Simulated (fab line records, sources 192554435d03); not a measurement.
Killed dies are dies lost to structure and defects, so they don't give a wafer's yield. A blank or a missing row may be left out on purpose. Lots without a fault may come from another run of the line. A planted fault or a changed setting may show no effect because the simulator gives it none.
fab line records | flow n5_finfet
record lots=4 wafers=12 last_day=17
route steps=1938 shown BEOL_M1@779 BEOL_M4@1111 PASSIVATION@1936
lots that met no fault: from a run of the same line without faults
start_h: hours from the record's first day to the start of the lot's first wafer shown | wait_h: hours since the lot's step before | " the same as in the row above | L1.1+2: a row that stands for several wafers | - no value, or no start given | * or withheld: withheld | < > ~ a bound
route shown NAME@n: a module of which the file shows steps, and the number in the route of the first | usual: mean/standard deviation of fault-free wafers | same: alike in all rows | chamber/n: place in a boat | sites: the reading at each site | _std_site: their standard deviation | _edge_site: outer sites' mean less inner sites' | radius_mm: how far each site lies from the wafer's centre | mask NAME#n: copy n | behind: the tool/chamber that last shaped the wafer | hold: why the lot was held/for how many hours/how that ended | device: the transistor (n, p or np) that didn't switch | end of line: the same wafers' tests at the end of the route | a step without rows: its recipe alone | killed: dies lost to structure and defects at the first sort, not the wafer's yield | map: a wafer's dies, x killed, . not, _ none there
set.NAME: the setting as run; set.NAME@STEP: as run at that earlier step | model.NAME: the simulator's own value behind a step, which no gauge read
lots at some steps of the route; a table a step, a row a wafer
services: from which hour (start_h, from the record's first day; less than 0 if before it) a tool's chamber was out of use, for how many hours, and why
## steps
# step N5_BEOL_M1_COAT_76
# recipe resist=underlayer temp_c=205 time_s=60 spin_rpm=1500 resist_thk_nm=5
# step N5_BEOL_M1_COAT_22
# recipe resist=CAR-EUV spin_rpm=1500 resist_thk_nm=30
# step N5_BEOL_M1_EBR_24
# recipe solvent=PGMEA ebr_width_mm=1.5
# step N5_BEOL_M1_SOFTBAKE_23
# recipe temp_c=110 time_s=60 resist=CAR-EUV
# step N5_BEOL_M1_EXPOSE_25
# recipe mask_id=V0 na=0.33 source_shape=quasar sigma_inner=0.2 sigma_outer=0.8 polarization=unpolarized defocus_nm=5 target_cd_nm=24 dose_mj=63
# step N5_BEOL_M1_PEB_26
# recipe peb_temp_c=100 peb_time_s=60 resist=CAR-EUV
# step N5_BEOL_M1_DEVELOP_27
# recipe develop_time_s=30 developer=TMAH resist=CAR-EUV rinse_liquid=surfactant_rinse dry=air_spin dev_temp_c=23
# step N5_BEOL_M1_DESCUM_33
# recipe chemistry=O2 time_s=7 source_power_w=50 bias_power_w=20 pressure_mtorr=20 rf_frequency_hz=2.712e+07 temp_c=40 resist=CAR-EUV o2_flow_sccm=225
# step N5_BEOL_M1_ETCH_77
# recipe chemistry=N2/H2 target=underlayer target_depth_a=65 mask_material=CAR-EUV time_s=5.2 ion_energy_ev=200 pressure_mtorr=30 source_w=840 bias_w=150 n2_flow_sccm=200 h2_flow_sccm=200 ends=cleared
# step N5_BEOL_M1_ETCH_69
# recipe chemistry=CF4 target=SiARC target_depth_a=156 mask_material=CAR-EUV time_s=26 ion_energy_ev=80 pressure_mtorr=40 source_w=545 bias_w=36 Ar_flow_sccm=100 cf4_flow_sccm=100 ends=cleared
# usual bias_w=36.01/0.1 cf4_flow_sccm=100.0/0.31 drypump_motor_current_A=5.6/0.34 etch_rf_on_time_s=26.1/0.52 oes_product_au=0.67/0.065 rf_fwd_power_W=532.3/2.2 rf_vpp_V=184.2/1.1 showerhead_plenum_p_Torr=2.14/0.051 throttle_valve_pct=15.58/0.16
# columns lot.wafer tool chamber start_h wait_h bias_w cf4_flow_sccm drypump_motor_current_A etch_rf_on_time_s oes_product_au rf_fwd_power_W rf_hours_counter_h rf_vpp_V showerhead_plenum_p_Torr throttle_valve_pct model.CAR-EUV_of_BEOL_M1_COAT_22.thk_nm
L381.1 rie_diel-04 0 166.80 0.0 35.95 100.2 5.9 27.0 0.60 528.9 211 184.3 2.12 15.58 11
L381.4 " 2 " " 35.97 100.2 6.1 26.4 0.63 532.8 159 185.5 2.22 15.47 11
L381.5 " 3 " " 35.95 99.7 5.4 27.0 0.63 529.9 - 185.8 2.22 15.59 11
L385.2 rie_diel-06 1 204.77 0.0 35.99 99.9 5.4 25.9 0.66 533.9 148 184.1 2.13 15.71 10.8
L385.3 " 2 " " 36.16 99.8 6.0 26.3 0.72 534.0 60 183.7 2.09 15.60 11
L385.6 " 0 " " 36.15 100.0 5.1 25.8 0.58 530.5 - 185.3 2.20 15.59 11
L394.3 rie_diel-04 2 267.17 0.0 - - - - - - - - - - 20.2
L394.5 " 2 " " - - - - - - - - - - 20.2
L394.6 " 1 " " - - - - - - - - - - 20.4
L397.1 rie_diel-04 2 267.65 0.0 - - - - - - - - - - 20.2
L397.4 " 0 " " - - - - - - - - - - 20.2
L397.6 " 3 " " - - - - - - - - - - 20.4
# step N5_BEOL_M1_ALD_98
# recipe material=SiO2 target_thk_a=25 temp_c=100 ald_precursor_family=BDEAS ald_co_reactant=O2-plasma pulse_time_s=1 co_reactant_pulse_time_s=1 purge_time_s=2 co_reactant_purge_time_s=2 ald_cycles=17 pressure_torr=2
# step N5_BEOL_M1_ETCHBACK_99
# recipe chemistry=CHF3 target=SiO2 target_depth_a=50 time_s=10.4 source_w=215 bias_w=47 Ar_flow_sccm=200 CHF3_flow_sccm=12 ion_energy_ev=100 pressure_mtorr=30
# usual bias_w=47.01/0.15 drypump_motor_current_A=5.6/0.33 oes_product_au=0.79/0.072 rf_fwd_power_W=212.6/0.91 rf_vpp_V=238/3.7 showerhead_plenum_p_Torr=2.14/0.056 throttle_valve_pct=17.06/0.19
# columns lot.wafer tool chamber start_h wait_h bias_w drypump_motor_current_A oes_product_au rf_fwd_power_W rf_hours_counter_h rf_vpp_V showerhead_plenum_p_Torr throttle_valve_pct model.CAR-EUV_of_BEOL_M1_COAT_22.thk_nm
L381.1 rie_diel-02 0 168.58 1.6 46.93 5.4 0.95 212.4 9 239 2.20 17.09 10.2
L381.4 " 3 " " 47.09 5.2 0.82 212.7 77 232 2.17 16.68 10.2
L381.5 " 3 " " 47.12 5.2 0.82 213.4 - 233 2.17 16.68 10.4
L385.2 rie_diel-02 1 207.71 2.6 47.04 6.1 0.88 213.1 50 239 2.19 17.35 10
L385.3 " 0 " " 46.92 5.5 0.92 211.7 20 241 2.19 17.13 10.2
L385.6 " 3 " " 47.00 5.2 0.81 212.5 - 233 2.16 16.70 10.2
L394.3 rie_diel-06 3 268.33 0.1 47.01 5.5 0.28 212.3 206 238 2.05 17.35 19.4
L394.5 " 2 " " 47.02 6.0 0.31 211.9 - 240 2.08 17.02 19.4
L394.6 " 1 " " 46.72 5.3 0.29 213.8 - 236 2.13 17.14 19.6
L397.1 rie_diel-04 2 268.56 0.2 46.73 6.1 0.27 213.3 186 237 2.22 16.92 19.6
L397.4 " 0 " " 47.05 5.9 0.26 212.8 240 236 2.12 17.02 19.6
L397.6 " 1 " " 47.21 5.9 0.30 211.1 - 243 2.07 16.82 19.6
# step N5_BEOL_M1_ETCH_70
# recipe chemistry=N2/H2 target=SOC target_depth_a=800 overetch_a=160 mask_material=SiARC temp_c=40 time_s=120 ion_energy_ev=200 pressure_mtorr=30 source_w=840 bias_w=150 n2_flow_sccm=200 h2_flow_sccm=200
# usual bias_w=150.0/0.46 chamber_pressure_mTorr=30.002/0.026 drypump_motor_current_A=5.6/0.33 n2_flow_sccm=200.0/0.68 oes_product_au=0.60/0.053 rf_fwd_power_W=836.1/2.3 rf_vpp_V=523.8/2.1 showerhead_plenum_p_Torr=2.55/0.066 throttle_valve_pct=17.89/0.2
# columns lot.wafer tool chamber start_h wait_h bias_w chamber_pressure_mTorr drypump_motor_current_A n2_flow_sccm oes_product_au rf_fwd_power_W rf_hours_counter_h rf_vpp_V showerhead_plenum_p_Torr throttle_valve_pct
L381.1 rie_diel-02 0 168.61 0.0 150.5 30.036 5.5 200.4 0.73 838.3 9 526.1 2.61 17.99
L381.4 " 3 " " 150.4 29.992 5.2 199.7 0.63 833.8 77 523.7 2.60 17.59
L381.5 " 3 " " 149.9 29.968 5.2 201.0 0.62 835.6 - 523.3 2.60 17.59
L385.2 rie_diel-02 1 207.75 0.0 150.1 29.963 6.1 199.9 0.67 839.3 50 526.5 2.59 18.15
L385.3 " 0 " " 150.0 30.008 5.5 200.0 0.70 834.9 20 525.1 2.61 18.02
L385.6 " 3 " " 149.6 30.015 5.2 199.2 0.62 836.6 - 523.9 2.59 17.60
L394.3 rie_diel-06 3 268.36 0.0 150.9 30.060 5.5 200.5 0.27 835.8 206 519.1 2.43 18.18
L394.5 " 2 " " 149.6 29.990 6.0 200.2 0.31 831.9 - 522.5 2.47 17.76
L394.6 " 1 " " 149.3 30.007 5.3 199.7 0.28 836.4 - 525.5 2.53 17.91
L397.1 rie_diel-04 2 268.60 0.0 149.2 30.032 6.1 200.0 0.27 837.6 186 525.0 2.62 17.65
L397.4 " 0 " " 150.7 30.036 5.9 200.5 0.27 837.2 240 522.4 2.50 17.63
L397.6 " 1 " " 150.0 29.992 5.8 200.9 0.29 836.6 - 521.6 2.46 17.69
# step N5_BEOL_M4_RC_MEAS_101
# usual DIBL_N=37.0/1.7 DIBL_P=36.7/2 IOFF_N=0.17/0.035 IOFF_P=0.22/0.035 ION_N=672/12 ION_P=461/7.5 SS_N=71.6/0.67 SS_P=73.4/0.64 VT_N=250/3.5 VT_P=-250/3.5
# columns lot.wafer tool chamber start_h wait_h DIBL_N[mV/V] DIBL_P[mV/V] IOFF_N[nA/um] IOFF_P[nA/um] ION_N[uA/um] ION_P[uA/um] SS_N[mV/dec] SS_P[mV/dec] VT_N[mV] VT_P[mV]
L381.1 prober-01 0 213.35 0.0 38.7 37.4 0.18 0.22 662 456 72.1 73.8 247 -251
L381.4 " 0 " " 35.6 34.7 0.13 0.18 677 464 71.3 73.1 250 -253
L381.5 " 0 " " 38.1 37.2 0.16 0.21 666 451 72.3 73.0 250 -253
L385.2 prober-01 0 237.56 0.2 37.8 37.0 0.19 0.27 684 471 71.0 73.5 246 -244
L385.3 " 0 " " 39.2 37.5 0.21 0.27 680 464 71.5 73.8 245 -245
L385.6 " 0 " " 36.8 36.7 0.18 0.27 685 476 71.0 73.5 246 -244
# step N5_PASSIVATION_PROBE_49
# usual defect_limited_yield=91.1/1.3 killed_at_M0_to_M3=35/11 killed_at_M4_up=13/5.4 killed_at_contacts=14/6.5 killed_at_front_end=41/11 killed_at_other=4/3.1 killed_dies=106/15 killed_on_rim=14/3.7 killed_open=69/12 killed_short=35/7 sort_bin_5_function=5.2/0.86 sort_bin_6_memory=3.4/0.64 sort_n_pass=1074/15 sort_yield_pct=91.0/1.3
# same gross_dies=1180 killed_at_back_side=0 sort_bin_4_leakage[%]=0 sort_bin_8_speed[%]=0
# columns lot.wafer tool chamber start_h wait_h defect_limited_yield[%] killed_at_M0_to_M3 killed_at_M4_up killed_at_contacts killed_at_front_end killed_at_other killed_dies killed_on_rim killed_open killed_short sort_bin_5_function[%] sort_bin_6_memory[%] sort_n_pass sort_yield_pct[%]
L381.1 prober-01 - 301.99 0.0 94.5 12 6 4 42 1 65 4 35 30 2.9 2.5 1115 94.5
L381.4 prober-01 - 302.14 0.2 91.9 28 16 7 41 3 95 9 62 33 4.9 3.0 1085 91.9
L381.5 prober-01 - 302.19 0.2 90.9 43 13 14 31 6 107 17 68 35 5.1 3.6 1073 90.9
L385.2 prober-02 - 324.67 0.1 92.0 22 3 13 48 8 94 16 57 33 3.6 3.9 1086 92.0
L385.3 prober-02 - 324.72 0.1 90.2 25 10 24 51 6 116 11 75 38 6.0 3.6 1064 90.2
L385.6 prober-02 - 324.87 0.3 90.8 46 13 13 36 1 109 16 65 40 5.7 3.3 1071 90.8
L394.3 prober-01 - 407.79 0.1 0 1117 7 21 33 2 1180 152 57 32 97.5 2.4 0 0
L394.5 prober-01 - 407.89 0.2 0 1092 17 29 35 7 1180 152 106 30 95.2 4.5 0 0
L394.6 prober-01 - 407.94 0.3 0 1110 5 17 42 6 1180 152 73 29 96.9 3.1 0 0
L397.1 prober-02 - 412.07 0.0 0 1102 11 10 52 5 1180 152 68 33 96.6 3.0 0 0
L397.4 prober-02 - 412.22 0.2 0 1095 14 7 62 2 1180 152 86 30 95.8 4.0 0 0
L397.6 prober-02 - 412.32 0.3 0 1114 8 18 39 1 1180 152 61 19 97.4 2.5 0 0
# killed by level:class
L381.1 FIN_SAQP:geometric_particle:short=9 FIN_SAQP:geometric_particle:open=9 GATE_CUT:geometric_particle:short=5 STI_FIN_REVEAL:geometric_particle:open=4 GATE_CUT:geometric_particle:open=4 MOL_CONTACT_COAG:geometric_particle:open=4 STARTING-WAFER:geometric_particle:short=4 BEOL_M0_SAQP:geometric_particle:short=3
L381.4 STI_FIN_REVEAL:geometric_particle:open=10 GATE_CUT:geometric_particle:short=8 BEOL_M2:geometric_particle:open=8 BEOL_M0_SAQP:geometric_particle:short=7 BEOL_M3:geometric_particle:open=7 BEOL_M0_SAQP:geometric_particle:open=5 BEOL_M4:geometric_particle:open=5 FIN_SAQP:geometric_particle:open=4
L381.5 MOL_CONTACT_COAG:geometric_particle:open=12 BEOL_M2:geometric_particle:open=10 FIN_SAQP:geometric_particle:short=9 BEOL_M3:geometric_particle:open=9 BEOL_M0_SAQP:geometric_particle:open=7 BEOL_M0_SAQP:geometric_particle:short=7 DUMMY_GATE:geometric_particle:open=5 BEOL_M4:geometric_particle:open=5
L385.2 MOL_CONTACT_COAG:geometric_particle:open=11 FIN_SAQP:geometric_particle:short=10 STI_FIN_REVEAL:geometric_particle:open=9 FIN_SAQP:geometric_particle:open=7 BEOL_M0_SAQP:geometric_particle:open=6 GATE_CUT:geometric_particle:open=5 STARTING-WAFER:geometric_particle:short=5 GATE_CUT:geometric_particle:short=4
L385.3 MOL_CONTACT_COAG:geometric_particle:open=15 STI_FIN_REVEAL:geometric_particle:open=11 FIN_SAQP:geometric_particle:open=8 MOL_CONTACT_COAG:geometric_particle:short=8 GATE_CUT:geometric_particle:open=7 BEOL_M0_SAQP:geometric_particle:short=7 BEOL_M4:geometric_particle:open=5 STI_FIN_REVEAL:geometric_particle:short=4
L385.6 BEOL_M0_SAQP:geometric_particle:short=15 STI_FIN_REVEAL:geometric_particle:open=11 MOL_CONTACT_COAG:geometric_particle:open=9 FIN_SAQP:geometric_particle:short=6 BEOL_M0_SAQP:geometric_particle:open=6 BEOL_M3:geometric_particle:open=6 GATE_CUT:geometric_particle:open=5 BEOL_M1:geometric_particle:open=5
L394.3 BEOL_M1:area_etch=1091 MOL_CONTACT_COAG:geometric_particle:open=16 BEOL_M0_SAQP:geometric_particle:short=7 BEOL_M0_SAQP:geometric_particle:open=7 FIN_SAQP:geometric_particle:open=6 STI_FIN_REVEAL:geometric_particle:open=6 GATE_CUT:geometric_particle:short=5 MOL_CONTACT_COAG:geometric_particle:short=5
L394.5 BEOL_M1:area_etch=1044 MOL_CONTACT_COAG:geometric_particle:open=23 BEOL_M3:geometric_particle:open=18 STI_FIN_REVEAL:geometric_particle:open=10 BEOL_M4:geometric_particle:open=9 DUMMY_GATE:geometric_particle:open=7 BEOL_M1:geometric_particle:open=7 BEOL_M0_SAQP:geometric_particle:open=7
L394.6 BEOL_M1:area_etch=1078 STI_FIN_REVEAL:geometric_particle:open=16 MOL_CONTACT_COAG:geometric_particle:open=10 BEOL_M0_SAQP:geometric_particle:open=10 BEOL_M0_SAQP:geometric_particle:short=9 MOL_CONTACT_COAG:geometric_particle:short=7 BEOL_M3:geometric_particle:open=6 FIN_SAQP:geometric_particle:short=5
L397.1 BEOL_M1:area_etch=1078 STI_FIN_REVEAL:geometric_particle:open=14 FIN_SAQP:geometric_particle:open=13 FIN_SAQP:geometric_particle:short=13 MOL_CONTACT_COAG:geometric_particle:open=7 BEOL_M4:geometric_particle:open=7 BEOL_M2:geometric_particle:open=6 BEOL_M3:geometric_particle:open=6
L397.4 BEOL_M1:area_etch=1060 FIN_SAQP:geometric_particle:open=24 FIN_SAQP:geometric_particle:short=12 STI_FIN_REVEAL:geometric_particle:open=12 BEOL_M1:geometric_particle:open=9 MOL_CONTACT_COAG:geometric_particle:open=7 BEOL_M2:geometric_particle:open=7 STI_FIN_REVEAL:geometric_particle:short=5
L397.6 BEOL_M1:area_etch=1097 MOL_CONTACT_COAG:geometric_particle:open=16 FIN_SAQP:geometric_particle:open=13 STI_FIN_REVEAL:geometric_particle:open=9 FIN_SAQP:geometric_particle:short=4 BEOL_M2:geometric_particle:open=4 GATE_CUT:geometric_particle:open=3 BEOL_M1:geometric_particle:open=3
# map L394.3 (x killed, . not)
_________________xxxxxxxxxxxx________________
______________xxxxxxxxxxxxxxxxxx_____________
___________xxxxxxxxxxxxxxxxxxxxxxxx__________
__________xxxxxxxxxxxxxxxxxxxxxxxxxx_________
________xxxxxxxxxxxxxxxxxxxxxxxxxxxxxx_______
_______xxxxxxxxxxxxxxxxxxxxxxxxxxxxxxxx______
______xxxxxxxxxxxxxxxxxxxxxxxxxxxxxxxxxx_____
_____xxxxxxxxxxxxxxxxxxxxxxxxxxxxxxxxxxxx____
____xxxxxxxxxxxxxxxxxxxxxxxxxxxxxxxxxxxxxx___
___xxxxxxxxxxxxxxxxxxxxxxxxxxxxxxxxxxxxxxxx__
___xxxxxxxxxxxxxxxxxxxxxxxxxxxxxxxxxxxxxxxx__
__xxxxxxxxxxxxxxxxxxxxxxxxxxxxxxxxxxxxxxxxxx_
__xxxxxxxxxxxxxxxxxxxxxxxxxxxxxxxxxxxxxxxxxx_
_xxxxxxxxxxxxxxxxxxxxxxxxxxxxxxxxxxxxxxxxxxxx
_xxxxxxxxxxxxxxxxxxxxxxxxxxxxxxxxxxxxxxxxxxxx
_xxxxxxxxxxxxxxxxxxxxxxxxxxxxxxxxxxxxxxxxxxxx
_xxxxxxxxxxxxxxxxxxxxxxxxxxxxxxxxxxxxxxxxxxxx
_xxxxxxxxxxxxxxxxxxxxxxxxxxxxxxxxxxxxxxxxxxxx
_xxxxxxxxxxxxxxxxxxxxxxxxxxxxxxxxxxxxxxxxxxxx
_xxxxxxxxxxxxxxxxxxxxxxxxxxxxxxxxxxxxxxxxxxxx
_xxxxxxxxxxxxxxxxxxxxxxxxxxxxxxxxxxxxxxxxxxxx
__xxxxxxxxxxxxxxxxxxxxxxxxxxxxxxxxxxxxxxxxxx_
__xxxxxxxxxxxxxxxxxxxxxxxxxxxxxxxxxxxxxxxxxx_
___xxxxxxxxxxxxxxxxxxxxxxxxxxxxxxxxxxxxxxxx__
___xxxxxxxxxxxxxxxxxxxxxxxxxxxxxxxxxxxxxxxx__
____xxxxxxxxxxxxxxxxxxxxxxxxxxxxxxxxxxxxxx___
_____xxxxxxxxxxxxxxxxxxxxxxxxxxxxxxxxxxxx____
______xxxxxxxxxxxxxxxxxxxxxxxxxxxxxxxxxx_____
_______xxxxxxxxxxxxxxxxxxxxxxxxxxxxxxxx______
________xxxxxxxxxxxxxxxxxxxxxxxxxxxxxx_______
__________xxxxxxxxxxxxxxxxxxxxxxxxxx_________
___________xxxxxxxxxxxxxxxxxxxxxxxx__________
______________xxxxxxxxxxxxxxxxxx_____________
_________________xxxxxxxxxxxx________________
# map L397.1 (x killed, . not)
_________________xxxxxxxxxxxx________________
______________xxxxxxxxxxxxxxxxxx_____________
___________xxxxxxxxxxxxxxxxxxxxxxxx__________
__________xxxxxxxxxxxxxxxxxxxxxxxxxx_________
________xxxxxxxxxxxxxxxxxxxxxxxxxxxxxx_______
_______xxxxxxxxxxxxxxxxxxxxxxxxxxxxxxxx______
______xxxxxxxxxxxxxxxxxxxxxxxxxxxxxxxxxx_____
_____xxxxxxxxxxxxxxxxxxxxxxxxxxxxxxxxxxxx____
____xxxxxxxxxxxxxxxxxxxxxxxxxxxxxxxxxxxxxx___
___xxxxxxxxxxxxxxxxxxxxxxxxxxxxxxxxxxxxxxxx__
___xxxxxxxxxxxxxxxxxxxxxxxxxxxxxxxxxxxxxxxx__
__xxxxxxxxxxxxxxxxxxxxxxxxxxxxxxxxxxxxxxxxxx_
__xxxxxxxxxxxxxxxxxxxxxxxxxxxxxxxxxxxxxxxxxx_
_xxxxxxxxxxxxxxxxxxxxxxxxxxxxxxxxxxxxxxxxxxxx
_xxxxxxxxxxxxxxxxxxxxxxxxxxxxxxxxxxxxxxxxxxxx
_xxxxxxxxxxxxxxxxxxxxxxxxxxxxxxxxxxxxxxxxxxxx
_xxxxxxxxxxxxxxxxxxxxxxxxxxxxxxxxxxxxxxxxxxxx
_xxxxxxxxxxxxxxxxxxxxxxxxxxxxxxxxxxxxxxxxxxxx
_xxxxxxxxxxxxxxxxxxxxxxxxxxxxxxxxxxxxxxxxxxxx
_xxxxxxxxxxxxxxxxxxxxxxxxxxxxxxxxxxxxxxxxxxxx
_xxxxxxxxxxxxxxxxxxxxxxxxxxxxxxxxxxxxxxxxxxxx
__xxxxxxxxxxxxxxxxxxxxxxxxxxxxxxxxxxxxxxxxxx_
__xxxxxxxxxxxxxxxxxxxxxxxxxxxxxxxxxxxxxxxxxx_
___xxxxxxxxxxxxxxxxxxxxxxxxxxxxxxxxxxxxxxxx__
___xxxxxxxxxxxxxxxxxxxxxxxxxxxxxxxxxxxxxxxx__
____xxxxxxxxxxxxxxxxxxxxxxxxxxxxxxxxxxxxxx___
_____xxxxxxxxxxxxxxxxxxxxxxxxxxxxxxxxxxxx____
______xxxxxxxxxxxxxxxxxxxxxxxxxxxxxxxxxx_____
_______xxxxxxxxxxxxxxxxxxxxxxxxxxxxxxxx______
________xxxxxxxxxxxxxxxxxxxxxxxxxxxxxx_______
__________xxxxxxxxxxxxxxxxxxxxxxxxxx_________
___________xxxxxxxxxxxxxxxxxxxxxxxx__________
______________xxxxxxxxxxxxxxxxxx_____________
_________________xxxxxxxxxxxx________________
## services
# columns tool chamber start_h hours kind
rie_diel-02 1 146.20 2.6 repair
rie_diel-04 1 156.15 5.6 repair
rie_diel-02 3 171.82 10.5 repair
rie_diel-02 2 199.12 3.9 repair
rie_diel-06 - 201.04 0.4 repair
rie_diel-04 2 210.52 4.3 repair
rie_diel-04 0 233.13 1.3 repair
rie_diel-06 3 237.11 10.1 repair
rie_diel-06 0 256.68 - clean
rie_diel-06 0 256.68 - consumable_replace:focus_ring
rie_diel-06 0 256.68 16.4 scheduled_down
rie_diel-06 0 256.68 16.4 vent_cycle
rie_diel-02 2 262.89 2.0 repair
## key
first_sign step=N5_BEOL_M1_ETCH_69 reading=tool_record direction=missing
effect step=N5_BEOL_M1_ETCHBACK_99 reading=oes_product_au direction=down sigmas=6.9 usual=0.79 struck=0.28
effect step=N5_BEOL_M1_ETCH_70 reading=oes_product_au direction=down sigmas=6.1 usual=0.60 struck=0.28
effect step=N5_PASSIVATION_PROBE_49 reading=sort_bin_5_function direction=up sigmas=99+ usual=5.2 struck=96.6
model_effect step=N5_BEOL_M1_ETCH_69 value=CAR-EUV_of_BEOL_M1_COAT_22.thk_nm without=11.07 struck=20.27
model_effect step=N5_BEOL_M1_ETCHBACK_99 value=CAR-EUV_of_BEOL_M1_COAT_22.thk_nm without=10.3 struck=19.53
more_kills_born_at N5_BEOL_M1_ETCH_69@rie_diel-04=6447
met_at N5_BEOL_M1_ETCH_69
struck_wafers L394.3,L394.5,L394.6,L397.1,L397.4,L397.6
later_rows_left_out L394.3,L394.5,L394.6,L397.1,L397.4,L397.6
onset_between 166.80 267.17
fault kind=skipped_step_whole tool=rie_diel-04 chamber=- onset_h=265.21 steps=N5_BEOL_M1_ETCH_69 scope=struck_lots_only
# later_rows_left_out: the simulator's readings of these wafers behind a module that went badly wrong aren't trusted and aren't shown, but for the sort
